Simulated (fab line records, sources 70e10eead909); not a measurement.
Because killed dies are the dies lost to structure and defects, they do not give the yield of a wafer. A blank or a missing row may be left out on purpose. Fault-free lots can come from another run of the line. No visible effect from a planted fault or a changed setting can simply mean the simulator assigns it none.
fab line records	flow nand-harc	part 2 of 2: steps 24 to 39 of 39
[record] lots = 5	wafers = 15	last-day = 32
route steps=1302 shown P_M2@327 P_BONDPAD@351
lots that met no fault: from a run of the same line without faults
start-h: hours from the record's opening day to when the first of the lot's shown wafers began	wait-h: how many hours have passed since the lot's step before this one	" identical to the entry in the row above	L1.1+2: a row that stands for several wafers	- no value, or no start was given	* or withheld: withheld	< > ~ a bound
route shown NAME@n: NAME is a module with steps in the file, n the number in the route of the first one	usual: average and standard deviation across the fault-free wafers	same: alike in all rows	chamber/n: place in a boat	sites: the reading at each site	_std_site: the standard deviation of these	_edge_site: the outer-site mean with the inner-site mean subtracted	radius-mm: how far each site lies from the wafer's centre	mask NAME#n: copy n	behind: the most recent tool/chamber to have shaped the wafer	hold: the reason the lot was held/the length of the hold in hours/how it ended	device: names the non-switching transistor (n, p or np)	end of line: the route-end tests of the same wafers	a step without rows: its recipe alone	killed: count of dies lost to structure and defects at first sort (not the wafer's yield)	map: a wafer's dies, x killed, . not, _ none there
set.NAME: the setting that was run; set.NAME@STEP: the one run at that earlier step	model.NAME: the simulator's own value behind a step, which no gauge read
lots at some steps of the route; a table a step, a row a wafer
services: when a tool's chamber went out of use (start-h, in hours from the record's first day, below 0 if earlier), for how many hours, and the reason
[[steps]]
[step NHARC_P_BONDPAD_DEP_00]
[recipe] target-thk-a = 2500	temp-c = 370	target-thk-nm = 250	pressure-torr = 3	flow-sccm = 200	rf-w = 450	material = SiCN
[usual] heater-power-w = 567/100
lot.wafer	tool	chamber	start-h	wait-h	heater-power-w
L074.2	pecvd-04	0	126.98	-	640
L074.6	"	1	"	"	486
L074.4	"	2	"	"	527
L078.1	pecvd-01	0	176.88	0.5	498
L078.3	"	0	"	"	499
L078.5	"	0	"	"	505
L082.2	pecvd-04	1	212.39	-	499
L082.3	"	2	"	"	535
L082.6	"	0	"	"	644
L086.2	pecvd-02	0	249.02	-	492
L086.6	"	2	"	"	631
L086.5	"	0	"	"	493
L094.2	pecvd-02	2	328.41	-	752
L094.3	"	0	"	"	457
L094.6	"	2	"	"	746
[step NHARC_P_BONDPAD_CMP_32]
[recipe] target-thk-nm = 200	material = SiCN
[usual] motor-current-A = 12.0/1.3
lot.wafer	tool	chamber	start-h	wait-h	motor-current-A
L074.2	cmp-04	1	127.45	-	15.0
L074.4	"	2	"	"	13.3
L074.6	"	3	"	"	11.3
L078.1	cmp-02	3	177.35	0.4	11.9
L078.3	"	1	"	"	13.1
L078.5	"	3	"	"	12.4
L082.3	cmp-02	3	212.75	-	12.9
L082.2	"	0	"	"	11.1
L082.6	"	0	"	"	11.1
L086.2	cmp-04	2	249.34	-	13.1
L086.5	"	2	"	"	13.1
L086.6	"	3	"	"	11.6
L094.2	cmp-01	1	328.79	-	13.5
L094.3	"	3	"	"	10.6
L094.6	"	0	"	"	11.1
[step NHARC_P_BONDPAD_THK_MEAS_33]
[recipe] thk-meas-gauge = ellipsometry
[usual] thk-nm = 200.2/1.7
lot.wafer	tool	chamber	start-h	wait-h	thk-nm
L074.2	film-metro-02	-	127.65	0.2	200.6
L074.4	"	-	"	"	199.0
L074.6	"	-	"	"	200.3
L078.1	film-metro-01	-	177.60	0.2	197.4
L078.3	"	-	"	"	200.1
L078.5	"	-	"	"	198.1
L082.2	film-metro-02	-	213.00	0.2	199.9
L082.3	"	-	"	"	200.9
L082.6	"	-	"	"	200.6
L086.2	film-metro-02	-	249.59	0.2	200.2
L086.5	"	-	"	"	200.2
L086.6	"	-	"	"	198.8
L094.2	film-metro-02	-	329.02	0.2	203.3
L094.3	"	-	"	"	201.7
L094.6	"	-	"	"	198.3
[step NHARC_P_BONDPAD_SRD_34]
lot.wafer	tool	chamber	start-h	wait-h
L074.6+4+2	wet-bench-08	5,6,2	127.69	0.0
L078.3+1+5	wet-bench-08	6,0,3	177.64	0.0
L082.6+3+2	wet-bench-08	7,0,1	213.04	0.0
L086.2+6+5	wet-bench-08	5,6,0	249.64	0.0
L094.3+2+6	wet-bench-08	4,5,6	329.07	0.1
[step NHARC_P_BONDPAD_DEHYDRATE_01]
[recipe] temp-c = 150	time-s = 120
lot.wafer	tool	chamber	start-h	wait-h
L074.2+4+6	litho-track-03	0	127.77	0.1
L078.1+3+5	litho-track-02	0	177.72	0.1
L082.2+3+6	litho-track-03	0	213.12	0.1
L086.2+5+6	litho-track-02	0	249.71	0.1
L094.2+3+6	litho-track-05	0	329.14	0.1
[step NHARC_P_BONDPAD_HMDS_02]
[recipe] time-s = 30
lot.wafer	tool	chamber	start-h	wait-h
L074.2+4+6	litho-track-03	0	-	-
L078.1+3+5	litho-track-02	0	-	-
L082.2+3+6	litho-track-03	0	-	-
L086.2+5+6	litho-track-02	0	-	-
L094.2+3+6	litho-track-05	0	-	-
[step NHARC_P_BONDPAD_COAT_36]
[recipe] temp-c = 200	time-s = 65
lot.wafer	tool	chamber	start-h	wait-h
L074.2+4+6	litho-track-03	0	-	-
L078.1+3+5	litho-track-02	0	-	-
L082.2+3+6	litho-track-03	0	-	-
L086.2+5+6	litho-track-02	0	-	-
L094.2+3+6	litho-track-05	0	-	-
[step NHARC_P_BONDPAD_COAT_03]
[recipe] spin-rpm = 2000	resist-thk-nm = 600
[usual] dispense-pressure-kPa = 49/3.3
lot.wafer	tool	chamber	start-h	wait-h	dispense-pressure-kPa
L074.2	litho-track-03	0	-	-	50
L074.4	"	0	"	"	50
L074.6	"	0	"	"	50
L078.1	litho-track-02	0	-	-	44
L078.3	"	0	"	"	44
L078.5	"	0	"	"	44
L082.2	litho-track-03	0	-	-	50
L082.3	"	0	"	"	50
L082.6	"	0	"	"	50
L086.2	litho-track-02	0	-	-	44
L086.5	"	0	"	"	44
L086.6	"	0	"	"	44
L094.2	litho-track-05	0	-	-	52
L094.3	"	0	"	"	52
L094.6	"	0	"	"	52
[step NHARC_P_BONDPAD_SOFTBAKE_04]
[recipe] temp-c = 125	time-s = 70
lot.wafer	tool	chamber	start-h	wait-h
L074.2+4+6	litho-track-03	0	-	-
L078.1+3+5	litho-track-02	0	-	-
L082.2+3+6	litho-track-03	0	-	-
L086.2+5+6	litho-track-02	0	-	-
L094.2+3+6	litho-track-05	0	-	-
[step NHARC_P_BONDPAD_EBR_05]
lot.wafer	tool	chamber	start-h	wait-h
L074.2+4+6	litho-track-03	0	-	-
L078.1+3+5	litho-track-02	0	-	-
L082.2+3+6	litho-track-03	0	-	-
L086.2+5+6	litho-track-02	0	-	-
L094.2+3+6	litho-track-05	0	-	-
[step NHARC_P_BONDPAD_EXPOSE_06]
[recipe] na = 0.55	dose-mj = 37.06	mask-id = P_BPAD
[same] na = 0.55
lot.wafer	tool	chamber	start-h	wait-h	mask
L074.2+4+6	krf-scanner-04	0	127.94	-	P_BPAD#0
L078.1+3+5	krf-scanner-04	0	178.01	-	P_BPAD#0
L082.2+3+6	krf-scanner-02	0	213.42	-	P_BPAD#0
L086.2+5+6	krf-scanner-01	0	249.88	-	P_BPAD#0
L094.2+3+6	krf-scanner-02	0	329.43	-	P_BPAD#0
[step NHARC_P_BONDPAD_PEB_07]
[recipe] peb-temp-c = 128	peb-time-s = 80
lot.wafer	tool	chamber	start-h	wait-h
L074.2+4+6	litho-track-03	0	128.00	0.1
L078.1+3+5	litho-track-03	0	178.08	0.1
L082.2+3+6	litho-track-03	0	213.48	0.1
L086.2+5+6	litho-track-05	0	249.94	0.1
L094.2+3+6	litho-track-02	0	329.50	0.1
[step NHARC_P_BONDPAD_DEVELOP_08]
[recipe] time-s = 50	dev-temp-c = 22
lot.wafer	tool	chamber	start-h	wait-h
L074.2+4+6	litho-track-03	0	-	-
L078.1+3+5	litho-track-03	0	-	-
L082.2+3+6	litho-track-03	0	-	-
L086.2+5+6	litho-track-05	0	-	-
L094.2+3+6	litho-track-02	0	-	-
[step NHARC_P_BONDPAD_CD_MEAS_09]
[recipe] target-cd-nm = 500	landing-energy-ev = 500
[usual] cd-nm = 499.4/2.6
lot.wafer	tool	chamber	start-h	wait-h	cd-nm
L074.2	cd-sem-03	0	128.09	-	496.2
L074.4	"	0	"	"	496.2
L074.6	"	0	"	"	497.4
L078.1	cd-sem-03	0	178.16	-	498.8
L078.3	"	0	"	"	500.3
L078.5	"	0	"	"	498.3
L082.2	cd-sem-03	0	213.57	-	497.7
L082.3	"	0	"	"	496.0
L082.6	"	0	"	"	497.2
L086.2	cd-sem-03	0	250.03	-	497.4
L086.5	"	0	"	"	501.2
L086.6	"	0	"	"	500.0
L094.2	cd-sem-01	0	329.58	-	502.7
L094.3	"	0	"	"	496.7
L094.6	"	0	"	"	496.4
[step NHARC_P_BONDPAD_OVL_MEAS_38]
[usual] overlay-x-nm = 1/6.7	overlay-y-nm = 0/6.5
lot.wafer	tool	chamber	start-h	wait-h	overlay-x-nm	overlay-y-nm
L074.2	overlay-01	-	128.17	-	5	-6
L074.4	"	-	"	"	4	-6
L074.6	"	-	"	"	5	-6
L078.1	overlay-01	-	178.25	-	-7	1
L078.3	"	-	"	"	-7	1
L078.5	"	-	"	"	-7	1
L082.2	overlay-01	-	213.66	-	-7	12
L082.3	"	-	"	"	-7	13
L082.6	"	-	"	"	-6	12
L086.2	overlay-02	-	250.12	-	0	8
L086.5	"	-	"	"	0	7
L086.6	"	-	"	"	-1	8
L094.2	overlay-01	-	329.67	-	1	-7
L094.3	"	-	"	"	1	-7
L094.6	"	-	"	"	1	-7
[step NHARC_P_BONDPAD_HARDBAKE_10]
[recipe] temp-c = 118	time-s = 65
lot.wafer	tool	chamber	start-h	wait-h
L074.2+4+6	litho-track-03	0	128.22	0.0
L078.1+3+5	litho-track-02	0	178.30	0.0
L082.2+3+6	litho-track-03	0	213.71	0.0
L086.2+5+6	litho-track-05	0	250.16	0.0
L094.2+3+6	litho-track-05	0	329.72	0.0
[[services]]
tool	chamber	start-h	hours	kind
litho-track-03	-	100.00	7.0	pm
rie-diel-11	2	100.91	7.7	repair
wet-bench-08	-	118.40	8.0	pm
rie-diel-04	1	123.77	11.1	repair
litho-track-05	-	124.00	7.0	pm
pecvd-01	-	130.00	13.0	pm
rie-diel-04	1	144.64	26.8	repair
rie-diel-11	3	152.50	3.1	repair
pvd-sputter-01	-	163.76	1.7	repair
rie-diel-11	-	167.54	1.1	repair
pecvd-01	1	168.87	4.3	repair
pecvd-01	2	171.26	11.4	repair
rie-diel-04	-	177.90	9.0	pm
rie-diel-11	1	179.31	1.3	repair
pvd-sputter-03	-	191.43	10.0	pm
pecvd-01	-	214.78	0.8	repair
pvd-sputter-01	-	226.08	10.0	pm
litho-track-02	-	227.00	7.0	pm
rie-diel-04	-	227.89	0.5	repair
pecvd-01	1	253.00	8.1	repair
litho-track-03	-	275.00	7.0	pm
wet-bench-08	-	294.40	8.0	pm
litho-track-05	-	299.00	7.0	pm
pecvd-01	-	311.00	13.0	pm
